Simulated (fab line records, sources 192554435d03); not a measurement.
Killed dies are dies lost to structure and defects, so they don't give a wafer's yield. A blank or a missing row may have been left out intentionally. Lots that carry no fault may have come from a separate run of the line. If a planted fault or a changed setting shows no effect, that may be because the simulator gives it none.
Lot-split experiment -- flow n5Finfet -- 21 wafers read across 7 lots, on a route 1938 steps long

== THE SPLIT ITSELF ==
At N5_FIN_SAQP_ETCH_52 (etches SOC in N2/H2, target depth 100 nm, overetch 20 nm, time 150 s), the setting sourceW was moved away from the recipe's 840 W on 10 of the 21 wafers read, by -14.5% to +13.2%. This setting was run at the recipe's value on the other wafers.

The reading is taken at the split's own step.

== THE READING ==
rfVppV, in V, at N5_FIN_SAQP_ETCH_52 (etches SOC in N2/H2, target depth 100 nm, overetch 20 nm, time 150 s). Typical for fault-free wafers on this fab line: 523.8 V, with standard deviation 2.6 V.

wafer,"tool, chamber at the split","sourceW as run, W",against the recipe,"rfVppV, V",against lot-mates on the recipe
L076.1,"rieDiel-05, 2",840,recipe,523.5,-
L076.4,"rieDiel-05, 3",773.4,-7.9%,539.1,+14.4
L076.5,"rieDiel-05, 3",840,recipe,526.0,-
L080.1,"rieDiel-06, 1",840,recipe,522.4,-
L080.2,"rieDiel-06, 2",922.3,+9.8%,508.6,-13.8
L080.4,"rieDiel-06, 2",922.3,+9.8%,506.7,-15.7
L081.3,"rieDiel-05, 2",840,recipe,521.0,-
L081.4,"rieDiel-05, 1",718.4,-14.5%,549.0,+28.0
L081.5,"rieDiel-05, 2",718.4,-14.5%,550.6,+29.6
L090.4,"rieDiel-04, 1",840,recipe,527.9,-
L090.5,"rieDiel-04, 0",840,recipe,520.4,-
L090.6,"rieDiel-04, 3",840,recipe,524.7,-
L091.2,"rieDiel-06, 3",840,recipe,522.6,-
L091.3,"rieDiel-06, 0",840,recipe,527.0,-
L091.6,"rieDiel-06, 3",951.1,+13.2%,502.1,-22.7
L092.2,"rieDiel-06, 1",840,recipe,520.6,-
L092.4,"rieDiel-06, 0",762.4,-9.2%,545.5,+24.9
L092.5,"rieDiel-06, 1",762.4,-9.2%,536.2,+15.6
L097.2,"rieDiel-05, 3",840,recipe,525.0,-
L097.3,"rieDiel-05, 1",916.9,+9.2%,507.4,-17.6
L097.4,"rieDiel-05, 0",916.9,+9.2%,507.1,-17.9

THE FIT
A straight line over all 21 wafers: rfVppV changes by -1.76 V for each +1% of sourceW; r = -0.98; the points scatter about the line by 2.5 V.
The same after taking each lot's own level away (the mean of its wafers on the recipe; 21 wafers): -1.88 V for each +1%; r = -0.99; scatter 2.6 V.
That fit puts the effect of the largest move of sourceW on the reading at 27 V.
From 520.60 to 525.00 V: that is the span of the lots' own levels, equal to 1.7 times the standard deviation above.
So the lot-to-lot level changes the slope little: the two slopes agree.
Check: +28 V against its lot-mates is what the line predicts for one of the wafers moved furthest among these (-14.5%) when that wafer is left out of the fit. Against them it came out at +28 V.
Tool readings at the split's step, against how far the setting was moved: rfVppV r = -0.98.

== OTHER SPLITS APPLIED TO THESE WAFERS ==
These wafers also went through other splits before the reading. Each is held against what the fit with the lots' levels taken away leaves over:
other split on the same wafers,wafers away from the commonest value,r with rfVppV (lot level and that fit taken away)
N5_WELL_APT_COAT_02 spinRpm,8,-0.04
N5_WELL_APT_EXPOSE_05 doseMj,6,+0.07
N5_PMOS_HMC_CHANNEL_EPI_PEB_07 pebTimeS,6,+0.18
N5_PMOS_HMC_CHANNEL_EPI_ETCH_32 biasW,6,-0.39

== THE WHOLE CHAIN: every reading that the file lists as answering this split, in the file's order ==
step,what it does,reading,change (the file's fit),r (the file's)
N5_FIN_SAQP_ETCH_52,"etches SOC in N2/H2, target depth 100 nm, overetch 20 nm, time 150 s",rfVppV,-1.86 V for each +1% of the setting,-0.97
N5_FIN_SAQP_ETCH_52,"etches SOC in N2/H2, target depth 100 nm, overetch 20 nm, time 150 s","SiARC_of_FIN_SAQP_COAT_50.thkNm (the simulator's own value, which no gauge read)",-0.0274 nm for each +1% of the setting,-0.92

== THE FILE'S OWN FIT ==
rfVppV changes by -1.86 V for each +1% of sourceW, r = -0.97.
